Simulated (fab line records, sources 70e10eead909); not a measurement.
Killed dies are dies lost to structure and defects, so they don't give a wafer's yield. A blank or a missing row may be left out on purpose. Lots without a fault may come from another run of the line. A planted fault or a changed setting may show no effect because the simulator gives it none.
fab line records | flow nand_harc
record lots=12 wafers=36 last_day=35
route steps=1302 shown A_WL_FILL@958
lots that met no fault: from a run of the same line without faults
start_h: hours from the record's first day to the start of the lot's first wafer shown | wait_h: hours since the lot's step before | " the same as in the row above | L1.1+2: a row that stands for several wafers | - no value, or no start given | * or withheld: withheld | < > ~ a bound
route shown NAME@n: a module of which the file shows steps, and the number in the route of the first | usual: mean/standard deviation of fault-free wafers | same: alike in all rows | chamber/n: place in a boat | sites: the reading at each site | _std_site: their standard deviation | _edge_site: outer sites' mean less inner sites' | radius_mm: how far each site lies from the wafer's centre | mask NAME#n: copy n | behind: the tool/chamber that last shaped the wafer | hold: why the lot was held/for how many hours/how that ended | device: the transistor (n, p or np) that didn't switch | end of line: the same wafers' tests at the end of the route | a step without rows: its recipe alone | killed: dies lost to structure and defects at the first sort, not the wafer's yield | map: a wafer's dies, x killed, . not, _ none there
set.NAME: the setting as run; set.NAME@STEP: as run at that earlier step | model.NAME: the simulator's own value behind a step, which no gauge read
steps of the route over a sample of lots; a table a step, a row a wafer
services: from which hour (start_h, from the record's first day; less than 0 if before it) a tool's chamber was out of use, for how many hours, and why
## steps
# step NHARC_A_WL_FILL_ETCHBACK_05
# recipe target_depth_a=220 time_s=60 temp_c=40 chemistry=Cl2/BCl3
# usual drypump_motor_current_A=5.4/0.45 he_backside_leak_sccm=3.4/0.37 oes_product_au=0.999/0.0099 run_length_s=81.5/0.48
# columns lot.wafer tool chamber start_h wait_h drypump_motor_current_A he_backside_leak_sccm oes_product_au rf_hours_counter_h run_length_s
L364.2 rie_metal-03 1 481.02 0.3 4.9 3.1 0.988 - 82.2
L364.3 " 1 " " 4.9 3.2 0.992 - 82.2
L364.5 " 1 " " 4.9 3.2 0.986 - 82.4
L366.2 rie_metal-01 1 485.92 0.2 5.4 3.8 1.004 1.7 81.3
L366.4 " 1 " " 5.5 3.7 1.012 - 81.3
L366.5 " 1 " " 5.4 3.8 1.003 - 81.1
L372.2 rie_metal-03 0 561.71 0.2 5.5 3.4 0.990 0.4 81.5
L372.3 " 0 " " 5.5 3.5 0.993 - 81.2
L372.6 " 0 " " 5.5 3.5 0.996 - 81.2
L371.1 rie_metal-01 0 567.89 0.2 5.0 3.4 0.980 2.6 81.3
L371.3 " 0 " " 5.0 3.4 0.985 - 81.2
L371.6 " 0 " " 5.0 3.3 0.989 - 81.1
L369.1 rie_metal-03 1 600.19 0.2 4.9 3.3 0.992 1.5 81.9
L369.3 " 1 " " 5.0 5.0 0.991 - 82.1
L369.5 " 0 " " 5.5 3.6 1.005 - 81.4
L376.1 rie_metal-02 0 604.73 0.2 5.9 3.4 1.005 2.1 81.5
L376.4 " 1 " " 6.2 3.0 1.007 - 81.0
L376.3 " 0 " " 5.9 3.4 1.001 - 81.9
L377.1 rie_metal-03 0 609.87 0.2 5.4 3.2 0.981 1.8 81.3
L377.2 " 1 " " 4.9 3.4 0.982 1.8 82.0
L377.5 " 0 " " 5.5 3.2 0.999 - 81.2
L380.1 rie_metal-01 0 617.30 0.2 5.0 3.4 1.002 1.0 81.7
L380.3 " 0 " " 5.0 3.4 1.011 - 81.2
L380.5 " 0 " " 5.0 3.5 1.012 - 81.1
L384.2 rie_metal-03 1 661.38 0.2 4.9 3.0 0.988 2.7 82.6
L384.1 " 0 " " 5.5 3.4 1.001 2.7 81.3
L384.3 " 0 " " 5.5 3.2 0.994 - 81.5
L386.3 rie_metal-01 1 697.62 0.2 5.5 3.8 1.024 - 81.2
L386.5 " 1 " " 5.5 3.8 1.000 - 81.3
L386.6 " 0 " " 5.0 3.4 0.999 - 81.6
L385.1 rie_metal-02 0 697.77 0.2 5.9 3.4 0.994 1.0 81.4
L385.3 " 0 " " 5.9 3.4 0.986 - 81.3
L385.5 " 1 " " 6.2 3.2 0.987 - 80.9
L387.2 rie_metal-03 0 733.07 0.2 5.5 3.5 0.992 0.6 81.3
L387.3 " 1 " " 4.9 3.2 0.989 - 81.9
L387.6 " 0 " " 5.5 3.4 1.007 - 81.7
# step NHARC_A_WL_FILL_STRIP_27
# recipe power_w=1500 temp_c=250 time_s=20 chemistry=N2/H2
# usual drypump_motor_current_A=5.91/0.27 heater_power_w=340/29
# columns lot.wafer tool chamber start_h wait_h drypump_motor_current_A heater_power_w rf_hours_counter_h
L364.2 plasma_asher-01 1 481.23 0.2 6.22 360 25
L364.3 " 1 " " 6.24 356 -
L364.5 " 1 " " 6.24 357 -
L366.2 plasma_asher-01 0 486.05 0.1 5.80 307 27
L366.4 " 1 " " 6.27 351 -
L366.5 " 0 " " 5.82 303 -
L372.2 plasma_asher-01 1 561.87 0.1 6.22 377 9
L372.3 " 0 " " 5.77 305 -
L372.6 " 0 " " 5.80 310 -
L371.1 plasma_asher-01 1 568.01 0.1 6.27 374 11
L371.3 " 0 " " 5.79 293 -
L371.6 " 1 " " 6.24 368 -
L369.1 plasma_asher-01 0 600.33 0.1 5.78 308 22
L369.3 " 0 " " 5.79 310 -
L369.5 " 1 " " 6.24 376 -
L376.1 plasma_asher-01 0 604.88 0.1 5.81 302 25
L376.3 " 0 " " 5.77 306 -
L376.4 " 1 " " 6.23 377 -
L377.1 plasma_asher-01 0 610.00 0.1 5.79 312 26
L377.2 " 1 " " 6.21 383 26
L377.5 " 0 " " 5.79 305 -
L380.1 plasma_asher-02 0 617.43 0.1 5.65 331 0
L380.3 " 0 " " 5.65 349 -
L380.5 " 1 " " 5.52 328 -
L384.1 plasma_asher-02 0 661.52 0.1 5.60 349 8
L384.2 " 1 " " 5.51 334 8
L384.3 " 1 " " 5.51 328 -
L386.3 plasma_asher-02 1 697.78 0.1 5.51 337 -
L386.6 " 1 " " 5.50 343 -
L386.5 " 0 " " 5.65 337 -
L385.1 plasma_asher-02 0 697.94 0.2 5.66 345 16
L385.3 " 0 " " 5.65 341 -
L385.5 " 0 " " 5.63 346 -
L387.2 plasma_asher-01 0 733.22 0.1 5.80 291 6
L387.3 " 1 " " 6.25 348 -
L387.6 " 0 " " 5.81 293 -
# step NHARC_A_WL_FILL_ALD_10
# recipe target_thk_a=500 pulse_time_s=10 ald_cycles=500 temp_c=300 material=SiO2
# usual heater_power_w=496/51 precursor_pulse_height_rel=0.999/0.019 susceptor_temp_C=300.00/0.21
# same pulse_time_s=10
# columns lot.wafer tool chamber start_h wait_h heater_power_w precursor_pulse_height_rel susceptor_temp_C
L364.2 ald_hk-01 2 487.41 1.1 434 1.001 300.25
L364.3 " 3 " " 502 1.026 299.96
L364.5 " 0 " " 433 1.028 299.93
L366.4 ald_hk-02 0 492.32 0.0 407 0.991 300.06
L366.2 " 3 493.85 1.6 483 0.984 299.82
L366.5 " 0 " " 410 0.999 299.89
L372.2 ald_hk-02 2 569.31 1.1 498 0.997 300.05
L372.3 " 3 " " 462 0.994 300.17
L372.6 " 0 " " 388 0.993 299.66
L371.1 ald_hk-02 1 573.82 0.1 496 0.985 299.70
L371.3 " 3 574.86 1.1 461 0.996 300.15
L371.6 " 2 576.42 2.6 497 1.004 300.01
L369.3 ald_hk-01 3 606.75 1.1 506 0.988 299.79
L369.1 " 1 608.81 3.1 461 0.989 300.07
L369.5 " 3 610.87 5.2 520 1.013 299.71
L376.4 ald_hk-03 3 609.95 0.0 581 1.012 300.14
L376.1 " 0 " " 519 1.029 299.65
L376.3 " 1 " " 503 0.978 299.95
L377.2 ald_hk-03 3 616.94 0.2 574 0.992 299.91
L377.1 " 0 " " 536 1.006 300.08
L377.5 " 3 619.04 2.3 590 0.976 300.33
L380.1 ald_hk-03 2 624.32 0.2 494 0.970 300.18
L380.3 " 3 " " 578 0.978 300.34
L380.5 " 3 626.89 2.8 586 1.028 300.22
L384.3 ald_hk-01 0 668.13 0.6 437 0.997 -
L384.2 " 1 " " 505 1.017 -
L384.1 " 2 " " 443 1.016 -
L385.1 ald_hk-01 3 703.28 0.6 506 1.009 299.95
L385.3 " 0 " " 438 0.989 300.09
L385.5 " 3 705.34 2.6 501 1.023 299.94
L386.3 ald_hk-03 2 703.80 1.1 496 1.024 299.91
L386.6 " 0 704.83 2.1 539 1.000 299.85
L386.5 " 1 " " 500 1.006 300.46
L387.3 ald_hk-03 3 739.51 0.6 599 1.006 300.24
L387.2 " 1 740.53 1.6 494 1.021 300.18
L387.6 " 2 " " 483 1.025 300.18
# step NHARC_A_WL_FILL_ETCHBACK_17
# recipe target_depth_a=40 time_s=26.7 chemistry=Cl2/BCl3
# usual drypump_motor_current_A=5.5/0.46 he_backside_leak_sccm=3.39/0.2 oes_product_au=1.001/0.01 run_length_s=48.1/0.4
# columns lot.wafer tool chamber start_h wait_h drypump_motor_current_A he_backside_leak_sccm oes_product_au rf_hours_counter_h run_length_s
L364.2 rie_metal-01 0 491.26 - 5.0 3.41 1.000 1.8 48.4
L364.3 " 1 " " 5.4 3.52 1.010 - 47.8
L364.5 " 0 " " 5.1 3.38 0.989 - 48.6
L366.2 rie_metal-02 1 497.12 - 6.2 3.24 0.997 0.7 47.7
L366.4 " 0 " " 5.9 3.46 1.011 - 48.1
L366.5 " 0 " " 5.9 3.34 1.011 - 48.3
L372.2 rie_metal-01 0 573.12 - 5.0 3.44 0.981 2.7 48.3
L372.3 " 1 " " 5.4 3.65 1.014 - 47.8
L372.6 " 1 " " 5.4 3.67 1.008 - 47.9
L371.1 rie_metal-03 0 578.69 - 5.5 3.58 0.994 0.9 47.9
L371.3 " 0 " " 5.5 3.35 0.999 - 48.1
L371.6 " 0 " " 5.5 3.34 1.003 - 48.3
L369.1 rie_metal-01 1 613.65 - 5.4 3.59 1.018 0.8 40.0
L369.3 " 0 " " 5.0 3.30 1.012 - 48.0
L369.5 " 0 " " 5.0 3.42 1.005 - 47.8
L376.1 rie_metal-02 1 614.76 - 6.2 3.27 1.008 2.2 47.9
L376.3 " 1 " " 6.2 3.27 1.005 - 48.0
L376.4 " 0 " " 5.9 3.49 1.009 - 48.3
L377.2 rie_metal-01 0 621.85 - 5.0 3.41 0.998 1.1 48.1
L377.1 " 1 " " 5.4 3.75 1.011 1.1 40.5
L377.5 " 0 " " 5.0 3.42 0.998 - 48.1
L380.1 rie_metal-03 1 629.14 - 4.9 3.14 0.991 2.3 49.1
L380.3 " 1 " " 4.9 3.26 0.989 - 48.7
L380.5 " 1 " " 4.9 3.19 0.984 - 48.6
L384.2 rie_metal-03 0 672.39 - 5.4 3.41 0.981 2.8 48.3
L384.1 " 1 " " 4.9 3.35 1.002 2.8 48.7
L384.3 " 1 " " 4.9 3.28 1.000 - 48.9
L385.1 rie_metal-03 0 707.59 - 5.4 3.45 1.003 0 47.9
L385.3 " 0 " " 5.4 3.58 1.008 - 48.3
L385.5 " 0 " " 5.5 3.32 1.005 - 48.3
L386.3 rie_metal-01 0 707.66 - 5.0 3.40 1.007 - 48.1
L386.6 " 1 " " 5.4 3.42 1.026 - 47.9
L386.5 " 0 " " 5.0 3.36 0.995 - 48.4
L387.2 rie_metal-01 0 743.81 - 5.1 3.35 1.013 2.7 48.3
L387.3 " 1 " " 5.4 3.70 1.014 - 48.1
L387.6 " 1 " " 5.4 3.70 1.005 - 48.1
## services
# columns tool chamber start_h hours kind
rie_metal-03 0 469.08 45.9 repair
rie_metal-01 - 477.29 0.5 repair
plasma_asher-01 - 519.00 9.0 pm
rie_metal-03 - 519.18 9.0 pm
rie_metal-03 0 519.18 9.0 vent_cycle
rie_metal-03 1 519.18 9.0 vent_cycle
rie_metal-02 0 534.89 7.6 repair
rie_metal-02 - 540.10 0.1 repair
plasma_asher-02 - 547.96 59.8 repair
ald_hk-03 - 570.64 10.0 pm
rie_metal-01 - 575.00 9.0 pm
plasma_asher-02 - 607.80 9.0 pm
rie_metal-01 0 626.91 3.8 repair
rie_metal-02 - 631.00 9.0 pm
ald_hk-03 - 637.84 0.5 repair
ald_hk-01 - 655.03 10.0 pm
rie_metal-01 - 664.09 0.8 repair
plasma_asher-01 - 696.00 9.0 pm
rie_metal-03 - 696.18 9.0 pm
rie_metal-03 - 705.18 0.6 repair
ald_hk-02 - 713.25 10.0 pm
plasma_asher-02 - 719.79 1.1 repair
ald_hk-03 - 722.79 2.8 repair
plasma_asher-01 - 738.68 0.5 repair
## key
first_sign step=NHARC_A_WL_FILL_ETCHBACK_17 reading=run_length_s direction=down sigmas=20 usual=* struck=*
effect none on later readings
met_at NHARC_A_WL_FILL_ETCHBACK_17
struck_lots L369,L377
struck_wafers L369.1,L377.1
tester_left_out L369,L377
not_acting_at NHARC_A_WL_FILL_ETCHBACK_05,NHARC_A_WL_FILL_STRIP_27,NHARC_A_WL_FILL_ALD_10
onset_between 573.12 613.65
fault kind=process_parameter_drift tool=rie_metal-01 chamber=1 onset_h=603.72 steps=NHARC_A_WL_FILL_ETCHBACK_17 channel=time_s offset=* shape=step end_h=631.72 acts_in=* stated=*
# tester_left_out: of these lots the tester's yield and bins aren't shown, on N5 and GAA mostly nor the transistor test; their killed dies are dies lost to structure and defects alone, not to doping, threshold or leakage, so they don't give the yield
